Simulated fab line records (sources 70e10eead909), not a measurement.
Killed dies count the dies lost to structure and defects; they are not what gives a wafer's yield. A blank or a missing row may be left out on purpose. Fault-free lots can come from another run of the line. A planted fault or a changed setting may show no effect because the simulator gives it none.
Problem report in the 8D (eight disciplines) form, filled by code / flow nand_harc / the parts of the form that need people (team, actions taken, sign-off) are left out

1. THE ISSUE
A mean of 114.1 nm is read at NHARC_P_M1_CD_MEAS_09 for cd_nm, taken on 1 wafer of 1 lot, against 129.9 nm (standard deviation 0.65) on wafers free of any fault. That puts it -24 standard deviations away from the usual mean.
The step: target cd 130 nm.
Earliest sighting: wafer L952.2 on cd_sem-01 at day 6 23:33. At this step, 39 wafers from 13 lots have a number in the record. Rule for "out" (also "out of limits"): further than 4 standard deviations from the usual mean. Any other wafer with a number is counted as sound.

2. WHAT IT IS, WHAT IT ISN'T
question=which readings at this step | is=cd_nm | is not=-
question=which lots | is=L952 | is not=L950, L951, L953, L964, L965, L966, L968, L969, L970, L971, L972, L973
question=which wafers of those lots | is=L952.2 | is not=L952.3, L952.5
question=read on which gauges | is=cd_sem-01 | is not=cd_sem-02, cd_sem-03
question=when | is=from day 6 23:33 | is not=up to then (11 sound wafers); but 27 sound wafers of L964, L965, L966, L968, L969, L970, L971, L972, L973 came after

3. WHAT RULES OUT EACH SUSPECT
Counting: a tool at a process step up to the reading stays a suspect if it ran every lot that is out. Sound lots after the first of them don't rule it out here, since some wafers of a struck lot are sound.
- the gauge at NHARC_P_M1_CD_MEAS_09 has been ruled out. All the wafers that are out were read on cd_sem-01, but those of them that NHARC_P_M1_PEB_07 has rows for are out there too, on other tools.
- rie_diel-07 at NHARC_P_M0_DESCUM_14 (chemistry O2, time 3 s): kept. It ran the lot that is out, L952 (day 6 19:41); its last sound lot up to then is L951 (day 6 14:11).
- litho_track-01 at NHARC_P_M1_PEB_07 (peb time 65 s): kept. It ran the lot that is out, L952 (day 6 23:28); its last sound lot up to then is L953 (day 6 22:57). Out on those wafers are its own readings of heater_power_total_W.
- rie_diel-07, NHARC_P_M0_DESCUM_14: wafers that are out in chamber 0, sound lot-mates in chambers 2, 3.
What counting leaves: rie_diel-07 at NHARC_P_M0_DESCUM_14 and litho_track-01 at NHARC_P_M1_PEB_07.

4. THE CAUSE (what the simulator had put in)
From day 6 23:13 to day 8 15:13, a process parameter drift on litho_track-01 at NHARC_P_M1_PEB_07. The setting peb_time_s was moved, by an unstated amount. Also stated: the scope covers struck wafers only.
Counting left 2 suspects, and this tool is among them.

5. THE EFFECT CHAIN, in route order
Each row: a reading where the mean over the struck wafers with a number is more than 3 standard deviations away from the usual. Scope: only readings with a usual standard deviation given in the record; hours: median across lots of the time from each lot's start at the first step in this table that gives one to its start at this step; sigmas: change in usual standard deviations.
hours=0; step=NHARC_P_M1_PEB_07; reading=heater_power_total_W; usual=156.7 W; on struck wafers=196.9; change=+40.2; sigmas=+99 or more
hours=0; step=NHARC_P_M1_CD_MEAS_09; reading=cd_nm; usual=129.9 nm; on struck wafers=114.1; change=-15.8; sigmas=-24
hours=0; step=NHARC_P_M1_OVL_MEAS_10; reading=overlay_x_nm; usual=0.1 nm; on struck wafers=3.1; change=+3.0; sigmas=+3.6
Its process steps:
- NHARC_P_M1_PEB_07: peb time 65 s.

6. HOW IT WOULD HAVE BEEN CAUGHT EARLIER
0 hours passed between the start of the fault at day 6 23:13 and the first reading out of limits at a measuring or inspecting step in this record, taken at day 6 23:33.
The tool's own readings at NHARC_P_M1_PEB_07 were out on every struck wafer that the step has a row for (heater_power_total_W): an alarm limit on them would have fired on the first of those.
By day 6 23:33, every lot that is out (1) had started NHARC_P_M1_PEB_07 on litho_track-01. Holding the tool at that point would not have protected any of them.
